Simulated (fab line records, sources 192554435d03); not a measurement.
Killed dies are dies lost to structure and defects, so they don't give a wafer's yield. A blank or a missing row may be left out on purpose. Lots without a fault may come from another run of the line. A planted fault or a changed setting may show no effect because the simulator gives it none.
Split-lot experiment | flow n5_finfet | 7 lots, 21 wafers read, on a route of 1938 steps

THE SPLIT
At N5_BEOL_M7_TRENCH_ETCH_37 (etches SiCOH lowk in C4F6/O2, target depth 93.478 nm, time 31.2 s), the setting time_s was moved away from the recipe's 31.2 s on 6 of the 21 wafers read, by -11.6% to +6.2%. The other wafers ran this setting at the recipe's value.

FROM THE SPLIT TO THE READING: what the file shows between them, 2 steps
- N5_BEOL_M7_ETCH_41: etches SiCN in CH3F/O2, target depth 31.9 nm, time 57.8 s
- N5_BEOL_M7_STRIP_80: strips in N2/H2, time 10 s

THE READING
trench_depth_nm, in nm, at N5_BEOL_M7_OCD_MEAS_38. Fault-free wafers of this fab line usually give 93.7 nm, standard deviation 2.1 nm.

wafer  | tool, chamber at the split | time_s as run, s | against the recipe | trench_depth_nm, nm | against lot-mates on the recipe
L078.1 | rie_diel-02, 2             | 27.57            | -11.6%             | 81.7                | -14.0
L078.2 | rie_diel-02, 3             | 31.2             | recipe             | 95.7                | -
L078.4 | rie_diel-02, 1             | 27.57            | -11.6%             | 84.7                | -11.0
L082.1 | rie_diel-02, 2             | 31.2             | recipe             | 92.4                | -
L082.2 | rie_diel-02, 3             | 31.2             | recipe             | 95.5                | -
L082.5 | rie_diel-02, 3             | 33.12            | +6.2%              | 102.3               | +8.3
L084.2 | rie_diel-02, 3             | 31.2             | recipe             | 96.3                | -
L084.3 | rie_diel-02, 1             | 31.2             | recipe             | 95.7                | -
L084.6 | rie_diel-02, 1             | 31.2             | recipe             | 96.3                | -
L089.2 | rie_diel-03, 1             | 29.17            | -6.5%              | 85.0                | -6.2
L089.4 | rie_diel-03, 2             | 29.17            | -6.5%              | 89.3                | -1.9
L089.6 | rie_diel-03, 1             | 31.2             | recipe             | 91.2                | -
L091.3 | rie_diel-06, 0             | 31.2             | recipe             | 92.3                | -
L091.5 | rie_diel-06, 1             | 31.2             | recipe             | 91.2                | -
L091.6 | rie_diel-06, 2             | 28.07            | -10.0%             | 85.8                | -6.0
L094.1 | rie_diel-06, 2             | 31.2             | recipe             | 94.6                | -
L094.4 | rie_diel-06, 2             | 31.2             | recipe             | 94.9                | -
L094.5 | rie_diel-06, 1             | 31.2             | recipe             | 91.4                | -
L095.3 | rie_diel-02, 2             | 31.2             | recipe             | 93.5                | -
L095.4 | rie_diel-02, 1             | 31.2             | recipe             | 95.6                | -
L095.5 | rie_diel-02, 3             | 31.2             | recipe             | 95.3                | -

THE FIT
A straight line over all 21 wafers: trench_depth_nm changes by +0.983 nm for each +1% of time_s; r = +0.92; the points scatter about the line by 2 nm.
The same after taking each lot's own level away (the mean of its wafers on the recipe; 21 wafers): +0.949 nm for each +1%; r = +0.93; scatter 1.8 nm.
On that fit, the largest move of time_s shifts the reading by 11 nm.
The lots' own levels span 91.20 to 96.10 nm, that is 2.3 times the standard deviation above.
So the lot-to-lot level changes the slope little: the two slopes agree.
Check: with one of the wafers moved furthest among these (-11.6%) left out of the fit, the line predicts -9.44 nm for it against its lot-mates. It came out at -14 nm against them.

OTHER SPLITS ON THESE WAFERS
These wafers also went through other splits before the reading. Each is held against what the fit with the lots' levels taken away leaves over:
other split on the same wafers | wafers away from the commonest value | r with trench_depth_nm (lot level and that fit taken away)
N5_BEOL_M7_DESCUM_33 time_s    | 5                                    | -0.58

THE WHOLE CHAIN: every reading that the file lists as answering this split, in the file's order
step                      | what it does                                                      | reading                                                                   | change (the file's fit)               | r (the file's)
N5_BEOL_M7_TRENCH_ETCH_37 | etches SiCOH lowk in C4F6/O2, target depth 93.478 nm, time 31.2 s | BEOL_M7.feature_depth_nm (the simulator's own value, which no gauge read) | +0.888 nm for each +1% of the setting | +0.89
N5_BEOL_M7_TRENCH_ETCH_37 | etches SiCOH lowk in C4F6/O2, target depth 93.478 nm, time 31.2 s | etch.depth_nm (the simulator's own value, which no gauge read)            | +0.884 nm for each +1% of the setting | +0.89
N5_BEOL_M7_OCD_MEAS_38    |                                                                   | trench_depth_nm                                                           | +0.896 nm for each +1% of the setting | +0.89

THE FILE'S OWN FIT
trench_depth_nm changes by +0.896 nm for each +1% of time_s, r = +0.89.
